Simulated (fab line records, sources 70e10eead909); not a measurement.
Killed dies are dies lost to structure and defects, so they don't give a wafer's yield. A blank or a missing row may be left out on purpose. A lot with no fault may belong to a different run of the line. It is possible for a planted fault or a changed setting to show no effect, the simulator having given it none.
What tool caused it? :: flow nand harc :: 13 lots, 39 wafers sampled, at 5 steps of a route of 1159

== WHAT EACH GAUGE READ, for each wafer ==
NHARC_THIN_TSV_CD_MEAS_33: target cd 5000 nm. Usual: 5000.5 nm for cd nm, sd 1.3.
lot: L630
measured: day 20 00:18
on: cd sem-02
cd nm (nm): 5001.6 5003.2 5000.5
flag: 

lot: L631
measured: day 19 21:52
on: cd sem-03
cd nm (nm): 5001.9 5001.5 5001.1
flag: 

lot: L632
measured: day 20 03:08
on: cd sem-02
cd nm (nm): 5000.2 5001.9 5001.1
flag: 

lot: L633
measured: day 20 05:16
on: cd sem-03
cd nm (nm): 5000.2 5000.4 5000.7
flag: 

lot: L636
measured: day 20 10:46
on: cd sem-03
cd nm (nm): 4999.5 5000.1 5001.8
flag: 

lot: L637
measured: day 20 18:29
on: cd sem-02
cd nm (nm): 4997.8 4999.5 4999.3
flag: 

lot: L639
measured: day 20 19:08
on: cd sem-01
cd nm (nm): 4998.6 4999.9 4999.3
flag: 

lot: L640
measured: day 21 12:31
on: cd sem-02
cd nm (nm): 5003.1 4999.5 5000.4
flag: 

lot: L641
measured: day 21 13:36
on: cd sem-03
cd nm (nm): 5002.4 5002.8 5002.4
flag: 

lot: L642
measured: day 21 21:53
on: cd sem-03
cd nm (nm): 5000.5 5001.1 4999.7
flag: 

lot: L643
measured: day 21 21:02
on: cd sem-01
cd nm (nm): 5000.9 5001.7 4999.7
flag: 

lot: L650
measured: day 23 10:29
on: cd sem-03
cd nm (nm): 5000.5 5001.2 4998.7
flag: 

lot: L653
measured: day 23 19:19
on: cd sem-02
cd nm (nm): 4999.9 5001.1 4998.3
flag: 

NHARC_END_SORT_01. Usual: killed at array 28, standard deviation 11; killed at other 0.8, standard deviation 1.3; killed at periphery 3.6, standard deviation 2.5; killed dies 32, standard deviation 11; killed open 3.0, standard deviation 1.8; killed short 2.0, standard deviation 1.5.
lot: L642
measured: day 22 13:20
on: prober-01
killed at array: 20 21 32
killed at other: 1 0 2
killed at periphery: 656 656 643
killed dies: 677 677 677
killed open: 2 2 2
killed short: 4 4 2
flag: OFF

lot: L643
measured: day 22 12:20
on: prober-02
killed at array: 37 33 26
killed at other: 0 0 0
killed at periphery: 640 644 651
killed dies: 677 677 677
killed open: 2 0 2
killed short: 3 2 0
flag: OFF

lot: L650
measured: day 23 19:52
on: prober-01
killed at array: 41 33 36
killed at other: 2 1 2
killed at periphery: 634 643 639
killed dies: 677 677 677
killed open: 2 1 0
killed short: 2 2 2
flag: OFF

== WHICH TOOL RAN EACH LOT (tool, then ch and the chambers of the sampled wafers, then the start) ==
lot: L630
NHARC_P_ZERO_WELL_EXPOSE_21: krf scanner-01 ch 0, day 1 14:25
NHARC_A_CONTACT_ETCH_98: rie diel-07 ch 0,2, day 17 11:33 or earlier
NHARC_A_BLC_DESCUM_15: rie diel-13 ch 0,1,2, day 17 11:33

lot: L631
NHARC_P_ZERO_WELL_EXPOSE_21: krf scanner-01 ch 0, day 1 20:20
NHARC_A_CONTACT_ETCH_98: rie diel-01 ch 1,2,3, day 17 09:25 or earlier
NHARC_A_BLC_DESCUM_15: rie diel-10 ch 0,1,3, day 17 09:25

lot: L632
NHARC_P_ZERO_WELL_EXPOSE_21: krf scanner-01 ch 0, day 2 02:13
NHARC_A_CONTACT_ETCH_98: rie diel-11 ch 1,2, day 17 18:01 or earlier
NHARC_A_BLC_DESCUM_15: rie diel-10 ch 0,2, day 17 18:01

lot: L633
NHARC_P_ZERO_WELL_EXPOSE_21: krf scanner-03 ch 0, day 2 08:27
NHARC_A_CONTACT_ETCH_98: rie diel-07 ch 0,1, day 17 18:17 or earlier
NHARC_A_BLC_DESCUM_15: rie diel-13 ch 0,1,2, day 17 18:17

lot: L636
NHARC_P_ZERO_WELL_EXPOSE_21: krf scanner-03 ch 0, day 3 02:39
NHARC_A_CONTACT_ETCH_98: rie diel-07 ch 1,3, day 18 17:27 or earlier
NHARC_A_BLC_DESCUM_15: rie diel-13 ch 0,1,2, day 18 17:27

lot: L637
NHARC_P_ZERO_WELL_EXPOSE_21: krf scanner-01 ch 0, day 3 08:20
NHARC_A_CONTACT_ETCH_98: rie diel-11 ch 1,2, day 19 09:55 or earlier
NHARC_A_BLC_DESCUM_15: rie diel-13 ch 0,2, day 19 09:55

lot: L639
NHARC_P_ZERO_WELL_EXPOSE_21: krf scanner-02 ch 0, day 3 20:22
NHARC_A_CONTACT_ETCH_98: rie diel-01 ch 1,2,3, day 19 05:20 or earlier
NHARC_A_BLC_DESCUM_15: rie diel-13 ch 0,1,2, day 19 05:20

lot: L640
NHARC_P_ZERO_WELL_EXPOSE_21: krf scanner-02 ch 0, day 4 02:20
NHARC_A_CONTACT_ETCH_98: rie diel-07 ch 1,2,3, day 19 22:16 or earlier
NHARC_A_BLC_DESCUM_15: rie diel-06 ch 1,3, day 19 22:16

lot: L641
NHARC_P_ZERO_WELL_EXPOSE_21: krf scanner-03 ch 0, day 4 08:28
NHARC_A_CONTACT_ETCH_98: rie diel-07 ch 0,1,2, day 19 23:01 or earlier
NHARC_A_BLC_DESCUM_15: rie diel-10 ch 0,1,3, day 19 23:01

lot: L642
NHARC_P_ZERO_WELL_EXPOSE_21: krf scanner-02 ch 0, day 4 14:37
NHARC_A_CONTACT_ETCH_98: rie diel-11 ch 1,2, day 20 06:16 or earlier
NHARC_A_BLC_DESCUM_15: rie diel-10 ch 0,1,3, day 20 06:16

lot: L643
NHARC_P_ZERO_WELL_EXPOSE_21: krf scanner-02 ch 0, day 4 20:19
NHARC_A_CONTACT_ETCH_98: rie diel-01 ch 0,1,2, day 20 04:32 or earlier
NHARC_A_BLC_DESCUM_15: rie diel-06 ch 0,1,3, day 20 04:32

lot: L650
NHARC_P_ZERO_WELL_EXPOSE_21: krf scanner-02 ch 0, day 6 14:23
NHARC_A_CONTACT_ETCH_98: rie diel-07 ch 0,2,3, day 21 20:39 or earlier
NHARC_A_BLC_DESCUM_15: rie diel-13 ch 0,2,3, day 21 20:39

lot: L653
NHARC_P_ZERO_WELL_EXPOSE_21: krf scanner-03 ch 0, day 7 08:22
NHARC_A_CONTACT_ETCH_98: rie diel-01 ch 0,1,2, day 22 07:05 or earlier
NHARC_A_BLC_DESCUM_15: rie diel-10 ch 0,1,2, day 22 07:05
- NHARC_P_ZERO_WELL_EXPOSE_21: exposes mask P NWELL, target cd 720 nm.
- NHARC_A_CONTACT_ETCH_98: etches the open film in C4F6/O2, target depth 20 nm, time 10 s.
- NHARC_A_BLC_DESCUM_15: chemistry O2, time 3 s.

== WHAT THE TOOLS THEMSELVES READ (means of the sampled wafers that have a number; where no wafer has one, the mark that the record gives instead) ==
NHARC_A_CONTACT_ETCH_98. Usual: drypump motor current A 5.83 A, standard deviation 0.26; oes product au 0.964 a.u., standard deviation 0.02; rf vpp V 546 V, standard deviation 3.2; showerhead plenum p Torr 3.90 Torr, standard deviation 0.15; throttle valve pct 26.905 %, standard deviation 0.0085.
lot: L630
tool: rie diel-07
drypump motor current A (A): 5.85
oes product au (a.u.): 0.946
rf vpp V (V): 545
showerhead plenum p Torr (Torr): 3.83
throttle valve pct (%): 26.908
flag: 

lot: L631
tool: rie diel-01
drypump motor current A (A): 5.83
oes product au (a.u.): 0.968
rf vpp V (V): 547
showerhead plenum p Torr (Torr): 3.95
throttle valve pct (%): 26.904
flag: 

lot: L632
tool: rie diel-11
drypump motor current A (A): 6.12
oes product au (a.u.): 0.951
rf vpp V (V): 549
showerhead plenum p Torr (Torr): 4.04
throttle valve pct (%): 26.913
flag: 

lot: L633
tool: rie diel-07
drypump motor current A (A): 5.87
oes product au (a.u.): 0.952
rf vpp V (V): 543
showerhead plenum p Torr (Torr): 3.75
throttle valve pct (%): 26.900
flag: 

lot: L636
tool: rie diel-07
drypump motor current A (A): 5.77
oes product au (a.u.): 0.997
rf vpp V (V): 544
showerhead plenum p Torr (Torr): 3.81
throttle valve pct (%): 26.912
flag: 

lot: L637
tool: rie diel-11
drypump motor current A (A): 6.13
oes product au (a.u.): 0.973
rf vpp V (V): 549
showerhead plenum p Torr (Torr): 4.03
throttle valve pct (%): 26.899
flag: 

lot: L639
tool: rie diel-01
drypump motor current A (A): 5.84
oes product au (a.u.): 0.975
rf vpp V (V): 547
showerhead plenum p Torr (Torr): 3.94
throttle valve pct (%): 26.914
flag: 

lot: L640
tool: rie diel-07
drypump motor current A (A): 5.77
oes product au (a.u.): 0.959
rf vpp V (V): 547
showerhead plenum p Torr (Torr): 3.88
throttle valve pct (%): 26.901
flag: 

lot: L641
tool: rie diel-07
drypump motor current A (A): 5.85
oes product au (a.u.): 0.956
rf vpp V (V): 544
showerhead plenum p Torr (Torr): 3.82
throttle valve pct (%): 26.901
flag: 

lot: L642
tool: rie diel-11
drypump motor current A (A): 5.81
oes product au (a.u.): 0.953
rf vpp V (V): 550
showerhead plenum p Torr (Torr): 4.10
throttle valve pct (%): 26.904
flag: 

lot: L643
tool: rie diel-01
drypump motor current A (A): 6.00
oes product au (a.u.): 0.944
rf vpp V (V): 549
showerhead plenum p Torr (Torr): 3.99
throttle valve pct (%): 26.900
flag: 

lot: L650
tool: rie diel-07
drypump motor current A (A): 5.76
oes product au (a.u.): 0.959
rf vpp V (V): 546
showerhead plenum p Torr (Torr): 3.89
throttle valve pct (%): 26.902
flag: 

lot: L653
tool: rie diel-01
drypump motor current A (A): 6.02
oes product au (a.u.): 1.008
rf vpp V (V): 548
showerhead plenum p Torr (Torr): 3.99
throttle valve pct (%): 26.909
flag: 

NHARC_A_BLC_DESCUM_15. Usual: drypump motor current A 5.8 A, standard deviation 0.6; oes product au 0.999 a.u., standard deviation 0.0067; rf vpp V 58.0 V, standard deviation 0.83; showerhead plenum p Torr 1.95 Torr, standard deviation 0.071; throttle valve pct 11.311 %, standard deviation 0.0099.
lot: L630
tool: rie diel-13
drypump motor current A (A): 5.6
oes product au (a.u.): 1.004
rf vpp V (V): 58.5
showerhead plenum p Torr (Torr): 1.95
throttle valve pct (%): 11.311
flag: 

lot: L631
tool: rie diel-10
drypump motor current A (A): 5.9
oes product au (a.u.): 1.003
rf vpp V (V): 58.0
showerhead plenum p Torr (Torr): 1.94
throttle valve pct (%): 11.319
flag: 

lot: L632
tool: rie diel-10
drypump motor current A (A): 6.4
oes product au (a.u.): 1.004
rf vpp V (V): 58.5
showerhead plenum p Torr (Torr): 2.03
throttle valve pct (%): 11.307
flag: 

lot: L633
tool: rie diel-13
drypump motor current A (A): 5.6
oes product au (a.u.): 0.999
rf vpp V (V): 57.7
showerhead plenum p Torr (Torr): 1.95
throttle valve pct (%): 11.313
flag: 

lot: L636
tool: rie diel-13
drypump motor current A (A): 5.6
oes product au (a.u.): 0.999
rf vpp V (V): 57.4
showerhead plenum p Torr (Torr): 1.94
throttle valve pct (%): 11.310
flag: 

lot: L637
tool: rie diel-13
drypump motor current A (A): 5.7
oes product au (a.u.): 1.005
rf vpp V (V): 58.0
showerhead plenum p Torr (Torr): 1.93
throttle valve pct (%): 11.319
flag: 

lot: L639
tool: rie diel-13
drypump motor current A (A): 5.6
oes product au (a.u.): 1.002
rf vpp V (V): 57.9
showerhead plenum p Torr (Torr): 1.94
throttle valve pct (%): 11.317
flag: 

lot: L640
tool: rie diel-06
drypump motor current A (A): 5.4
oes product au (a.u.): 1.003
rf vpp V (V): 57.5
showerhead plenum p Torr (Torr): 2.00
throttle valve pct (%): 11.305
flag: 

lot: L641
tool: rie diel-10
drypump motor current A (A): 5.9
oes product au (a.u.): 1.003
rf vpp V (V): 58.0
showerhead plenum p Torr (Torr): 1.93
throttle valve pct (%): 11.313
flag: 

lot: L642
tool: rie diel-10
drypump motor current A (A): 5.9
oes product au (a.u.): 0.999
rf vpp V (V): 57.7
showerhead plenum p Torr (Torr): 1.93
throttle valve pct (%): 11.308
flag: 

lot: L643
tool: rie diel-06
drypump motor current A (A): 5.7
oes product au (a.u.): 0.992
rf vpp V (V): 58.4
showerhead plenum p Torr (Torr): 1.94
throttle valve pct (%): 11.314
flag: 

lot: L650
tool: rie diel-13
drypump motor current A (A): 5.7
oes product au (a.u.): 0.991
rf vpp V (V): 57.6
showerhead plenum p Torr (Torr): 1.95
throttle valve pct (%): 11.310
flag: 

lot: L653
tool: rie diel-10
drypump motor current A (A): 6.4
oes product au (a.u.): 1.000
rf vpp V (V): 58.3
showerhead plenum p Torr (Torr): 1.97
throttle valve pct (%): 11.316
flag: 

== THE ANSWER, worked out from the rows above alone ==
Rule: a lot counts as off when the mean over its wafers that have a number is more than 3 standard deviations away from the usual mean. Also off: a lot with no number at a reading for which 4 or more lots have one. Any other lot the step has rows for is counted as sound. Order of review: gauges by route order, followed by the tools' own readings, for which a lot's mean as printed above is used. The first step at which some lot is off is used, and at that step the reading that is off furthest; a lot without a number counts as furthest.
Off: L642, L643, L650 (NHARC_END_SORT_01, killed at periphery). Neither off nor sound, because the step has no rows for them: L630, L631, L632, L633, L636, L637, L639, L640, L641, L653.
If a tool, at a process step before that reading, ran all the lots that are off and no sound lot after the first of them, it fits. Those tools and the gauges at NHARC_END_SORT_01 are tried in the same way. With no start given for some of its lots, NHARC_A_CONTACT_ETCH_98 uses the hours and lot order of NHARC_A_BLC_DESCUM_15. One candidate fits, namely krf scanner-02 at NHARC_P_ZERO_WELL_EXPOSE_21. It ran no sound lot before its first lot that is off in this sample, so the start can't be narrowed down.

== WHAT THE SIMULATOR PUT IN ==
Scanner matching overlay: krf scanner-02, from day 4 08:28 on, at NHARC_P_ZERO_WELL_EXPOSE_21. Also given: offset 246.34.
Shown lots that were struck: L643, L642, L650. The same result came from the rule above.
